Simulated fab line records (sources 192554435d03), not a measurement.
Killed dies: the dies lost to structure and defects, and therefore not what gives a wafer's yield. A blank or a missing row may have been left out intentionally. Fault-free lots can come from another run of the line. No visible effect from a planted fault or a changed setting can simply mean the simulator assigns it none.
fab line records | flow n5Finfet
record lots=11 wafers=33 lastDay=19
route steps=1938 shown BEOL_M13@1709 BEOL_M14@1730
lots that met no fault: from a run of the same line without faults
startH: the number of hours between the record's first day and the start of the first shown wafer of the lot | waitH: time in hours since the lot's previous step | " unchanged from the row above | L1.1+2: a row that stands for several wafers | - value missing, or start not given | * or withheld: withheld | < > ~ a bound
route shown NAME@n: a module of which the file shows steps, and the number in the route of the first | usual: average and standard deviation across the fault-free wafers | same: alike in all rows | chamber/n: place in a boat | sites: each site's reading | _std_site: how widely they spread, as a standard deviation | _edge_site: inner sites' mean taken away from outer sites' mean | radiusMm: how far each site lies from the wafer's centre | mask NAME#n: copy n | behind: the last tool/chamber to shape the wafer | hold: cause of the lot's hold/its duration in hours/its outcome | device: the transistor (n, p or np) that didn't switch | end of line: tests run on the same wafers once the route is complete | a step without rows: its recipe alone | killed: dies lost to structure and defects at the first sort, not the wafer's yield | map: the dies of a wafer, with x for killed, . for not killed, _ for no die there
set.NAME: the setting the step ran with; set.NAME@STEP: the setting that earlier step ran with | model.NAME: the simulator's own value behind a step, which no gauge read
a sample of lots followed through the steps of the route, with each step as a table and each wafer as a row
services: from which hour (startH, from the record's first day; less than 0 if before it) a tool's chamber was out of use, for how many hours, and why
## steps
# step N5_BEOL_M13_ANNEAL_48
# recipe tempC=225 timeS=90 ambient=N2
# usual wafer_temp_C_max=226.01/0.26
# columns lot.wafer tool chamber startH waitH wafer_temp_C_max
L980.4 rtpAnneal-01 0 268.77 0.7 226.24
L980.5 " 0 " " 226.22
L980.6 " 0 " " 226.02
L983.1 rtpAnneal-02 0 286.18 0.1 225.57
L983.2 " 0 " " 225.63
L983.3 " 0 " " 225.92
L982.1 rtpAnneal-02 0 287.52 0.1 226.29
L982.3 " 0 " " 225.67
L982.4 " 0 " " 225.54
L986.1 rtpAnneal-02 0 293.41 0.1 226.33
L986.2 " 0 " " 225.95
L986.6 " 0 " " 225.77
L988.2 rtpAnneal-02 0 319.28 0.2 226.42
L988.3 " 0 " " 226.20
L988.4 " 0 " " 226.37
L990.3 rtpAnneal-01 0 330.17 0.2 226.20
L990.5 " 0 " " 226.24
L990.6 " 0 " " 225.99
L996.2 rtpAnneal-01 0 384.58 0.7 226.43
L996.3 " 0 " " 225.86
L996.4 " 0 " " 226.29
L999.2 rtpAnneal-01 0 388.18 0.2 226.15
L999.4 " 0 " " 226.22
L999.5 " 0 " " 225.84
L101.2 rtpAnneal-01 0 389.68 0.2 225.81
L101.3 " 0 " " 225.96
L101.6 " 0 " " 226.63
L100.2 rtpAnneal-02 0 407.94 0.2 226.12
L100.4 " 0 " " 226.00
L100.5 " 0 " " 225.76
L102.3 rtpAnneal-01 0 415.04 0.2 225.98
L102.4 " 0 " " 226.21
L102.6 " 0 " " 226.04
# step N5_BEOL_M13_THK_MEAS_50
# recipe thkMeasGauge=xrf reads=Cu_of_BEOL_M13_ECD_47
# usual M13_THK=419/6.8
# columns lot.wafer tool chamber startH waitH M13_THK[nm]
L980.4 filmMetro-02 - 269.24 - 427
L980.5 " - " " 426
L980.6 " - " " 428
L983.1 filmMetro-02 - 286.77 - 424
L983.2 " - " " 423
L983.3 " - " " 427
L982.1 filmMetro-01 - 288.11 - 427
L982.3 " - " " 427
L982.4 " - " " 431
L986.1 filmMetro-01 - 294.00 - 416
L986.2 " - " " 428
L986.6 " - " " 422
L988.2 filmMetro-02 - 319.83 - 422
L988.3 " - " " 424
L988.4 " - " " 420
L990.3 filmMetro-01 - 330.68 - 422
L990.5 " - " " 419
L990.6 " - " " 417
L996.2 filmMetro-02 - 385.13 - 417
L996.3 " - " " 420
L996.4 " - " " 418
L999.2 filmMetro-02 - 388.75 - 420
L999.4 " - " " 419
L999.5 " - " " 416
L101.2 filmMetro-02 - 390.43 - 419
L101.3 " - " " 411
L101.6 " - " " 410
L100.2 filmMetro-02 - 408.48 - 421
L100.4 " - " " 415
L100.5 " - " " 423
L102.3 filmMetro-02 - 415.55 - 407
L102.4 " - " " 409
L102.6 " - " " 415
# step N5_BEOL_M14_ETCH_59
# recipe chemistry=N2/H2 target=BARC targetDepthA=890 overetchA=267 timeS=67.9 ionEnergyEv=200 pressureMtorr=30 sourceW=840 biasW=150 n2FlowSccm=200 h2FlowSccm=200
# usual drypumpMotorCurrentA=5.9/0.46 n2FlowSccm=200.0/0.67 oesProductAu=0.71/0.048 rfVppV=525.2/2 runLengthS=91.1/0.54 showerheadPlenumPTorr=2.59/0.068 throttleValvePct=17.76/0.16
# columns lot.wafer tool chamber startH waitH drypumpMotorCurrentA n2FlowSccm oesProductAu rfHoursCounterH rfVppV runLengthS showerheadPlenumPTorr throttleValvePct
L980.4 rieDiel-01 1 270.17 0.0 5.9 199.7 0.72 50 529.2 91.1 2.69 17.39
L980.5 " 2 " " 5.2 200.8 0.77 - 524.7 90.9 2.60 17.82
L980.6 " 1 " " 5.9 200.4 0.72 - 528.5 91.1 2.69 17.39
L983.1 rieDiel-01 0 287.58 0.0 5.4 199.4 0.75 43 526.0 90.4 2.59 17.72
L983.2 " 3 " " 6.0 200.5 0.63 177 522.5 91.4 2.54 17.85
L983.3 " 1 " " 5.8 199.0 0.71 59 527.6 91.5 2.68 17.40
L982.1 rieDiel-02 1 288.95 0.0 6.2 199.5 0.79 18 522.1 92.1 2.50 17.61
L982.3 " 0 " " 5.3 200.3 0.74 41 526.1 91.6 2.58 17.91
L982.4 " 2 " " 6.2 199.3 0.69 - 528.4 90.8 2.67 17.71
L986.1 rieDiel-02 1 294.85 0.0 6.3 200.1 0.78 22 523.3 92.0 2.50 17.61
L986.2 " 0 " " 5.4 200.6 0.74 44 525.3 91.1 2.58 17.90
L986.6 " 0 " " 5.3 200.3 0.75 - 524.5 90.9 2.58 17.91
L988.2 rieDiel-03 1 320.64 0.0 5.8 200.5 0.73 47 526.8 91.3 2.70 17.77
L988.3 " 3 " " 5.5 199.7 0.77 27 525.4 91.8 2.60 17.72
L988.4 " 1 " " 5.8 199.5 0.73 - 529.1 90.7 2.70 17.76
L990.3 rieDiel-02 2 331.90 0.0 6.3 200.8 0.68 124 527.0 90.6 2.66 17.75
L990.5 " 2 " " 6.3 200.7 0.68 - 527.3 91.0 2.66 17.73
L990.6 " 1 " " 6.3 200.0 0.76 - 522.9 92.1 2.49 17.63
L996.2 rieDiel-02 3 386.18 0.0 6.7 199.7 0.74 30 522.4 96.4 2.49 17.94
L996.3 " 2 " " 6.2 200.7 0.67 145 526.4 90.9 2.65 17.78
L996.4 " 1 " " 6.3 199.7 0.73 55 522.9 91.9 2.48 17.67
L999.2 rieDiel-01 1 389.60 0.0 5.9 199.7 0.67 96 527.1 91.8 2.67 17.48
L999.4 " 3 " " 6.0 199.1 0.61 211 523.0 91.1 2.52 17.92
L999.5 " 1 " " 5.9 199.2 0.68 - 527.0 91.3 2.67 17.46
L101.2 rieDiel-01 2 391.83 0.0 5.1 199.9 0.71 60 525.4 90.9 2.58 17.90
L101.3 " 1 " " 6.0 199.6 0.67 97 526.1 91.3 2.67 17.48
L101.6 " 0 " " 5.5 200.3 0.71 - 523.0 90.2 2.57 17.75
L100.2 rieDiel-01 3 409.42 0.0 6.0 199.9 0.60 218 522.3 91.2 2.52 17.94
L100.4 " 2 " " 5.2 199.4 0.70 66 525.4 90.9 2.58 17.90
L100.5 " 2 " " 5.2 199.8 0.71 - 525.1 90.9 2.58 17.90
L102.3 rieDiel-01 0 416.75 0.0 5.5 199.9 0.69 88 526.2 90.3 2.57 17.76
L102.4 " 1 " " 5.9 200.4 0.66 105 528.3 91.9 2.66 17.50
L102.6 " 0 " " 5.5 199.9 0.70 - 524.3 90.2 2.57 17.77
# step N5_BEOL_M14_STRIP_63
# recipe chemistry=O2 powerW=600 tempC=60 pressureMtorr=30 rfFrequencyHz=6e+07 biasPowerW=0 overashFraction=0.3 o2FlowSccm=225
# usual drypumpMotorCurrentA=5.9/0.46 oesProductAu=0.83/0.058 rfVppV=3.6/0.8 showerheadPlenumPTorr=2.13/0.056 throttleValvePct=16.55/0.16
# columns lot.wafer tool chamber startH waitH drypumpMotorCurrentA oesProductAu rfHoursCounterH rfVppV showerheadPlenumPTorr throttleValvePct
L980.4 rieDiel-01 1 - - 5.9 0.83 50 4.4 2.22 16.26
L980.5 " 2 " " 5.1 0.91 - 2.1 2.15 16.55
L980.6 " 1 " " 6.0 0.84 - 5.3 2.22 16.25
L983.1 rieDiel-01 0 - - 5.5 0.88 43 2.9 2.14 16.43
L983.2 " 3 " " 6.0 0.71 177 4.7 2.09 16.74
L983.3 " 1 " " 5.9 0.82 59 4.2 2.22 16.29
L982.1 rieDiel-02 1 - - 6.3 0.90 18 3.0 2.05 16.39
L982.3 " 0 " " 5.3 0.86 41 3.4 2.13 16.74
L982.4 " 2 " " 6.2 0.81 - 4.7 2.20 16.55
L986.1 rieDiel-02 1 - - 6.2 0.90 22 3.8 2.05 16.40
L986.2 " 0 " " 5.3 0.85 44 3.8 2.13 16.73
L986.6 " 0 " " 5.3 0.86 - 3.3 2.13 16.76
L988.2 rieDiel-03 1 - - 5.8 0.85 47 4.6 2.21 16.42
L988.3 " 3 " " 5.5 0.91 28 3.7 2.13 16.41
L988.4 " 1 " " 5.8 0.87 - 3.2 2.21 16.39
L990.3 rieDiel-02 2 - - 6.2 0.80 124 3.8 2.20 16.60
L990.5 " 2 " " 6.2 0.79 - 5.2 2.20 16.57
L990.6 " 1 " " 6.3 0.88 - 3.4 2.05 16.45
L996.2 rieDiel-02 3 - - 6.7 0.90 30 4.4 2.05 16.61
L996.3 " 2 " " 6.3 0.78 145 3.1 2.19 16.61
L996.4 " 1 " " 6.3 0.84 55 3.6 2.04 16.48
L999.2 rieDiel-01 1 - - 5.9 0.78 96 2.8 2.21 16.32
L999.4 " 3 " " 6.0 0.70 211 3.4 2.08 16.80
L999.5 " 1 " " 5.9 0.78 - 4.3 2.20 16.33
L101.2 rieDiel-01 2 - - 5.1 0.82 60 3.5 2.13 16.60
L101.3 " 1 " " 5.9 0.79 97 4.8 2.20 16.36
L101.6 " 0 " " 5.4 0.82 - 3.9 2.12 16.50
L100.2 rieDiel-01 3 - - 6.0 0.69 218 4.4 2.08 16.81
L100.4 " 2 " " 5.2 0.84 66 3.8 2.13 16.62
L100.5 " 2 " " 5.2 0.81 - 3.2 2.13 16.58
L102.3 rieDiel-01 0 - - 5.5 0.82 88 4.7 2.12 16.51
L102.4 " 1 " " 5.9 0.79 105 3.0 2.20 16.36
L102.6 " 0 " " 5.4 0.81 - 3.7 2.12 16.49
## services
# columns tool chamber startH hours kind
rtpAnneal-01 - 245.16 5.3 pm
rieDiel-02 1 249.04 33.4 repair
rieDiel-01 3 272.40 9.7 repair
rieDiel-02 - 277.48 10.0 pm
rieDiel-02 3 287.48 - clean
rieDiel-02 3 287.48 - consumableReplace:focusRing
rieDiel-02 3 287.48 26.6 scheduledDown
rieDiel-02 3 287.48 26.6 ventCycle
rtpAnneal-02 - 299.35 4.8 pm
rieDiel-02 2 303.68 2.6 repair
rieDiel-03 2 311.50 17.1 repair
rieDiel-03 0 351.69 40.6 repair
rieDiel-03 2 353.13 5.5 repair
rieDiel-02 0 367.96 9.2 repair
rieDiel-03 2 400.10 3.9 repair
## key
firstSign step=N5_BEOL_M14_ETCH_59 reading=runLengthS direction=up sigmas=9.9 usual=* struck=*
effect none on later readings
metAt N5_BEOL_M14_ETCH_59
struckLots L996
struckWafers L996.2
notActingAt N5_BEOL_M13_ANNEAL_48,N5_BEOL_M13_THK_MEAS_50,N5_BEOL_M14_STRIP_63
onsetBetween 331.90 386.18
fault kind=processParameterDrift tool=rieDiel-02 chamber=- onsetH=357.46 steps=N5_BEOL_M14_ETCH_59 channel=timeS offset=* shape=step endH=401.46 scope=struckWafersOnly actsIn=* stated=*
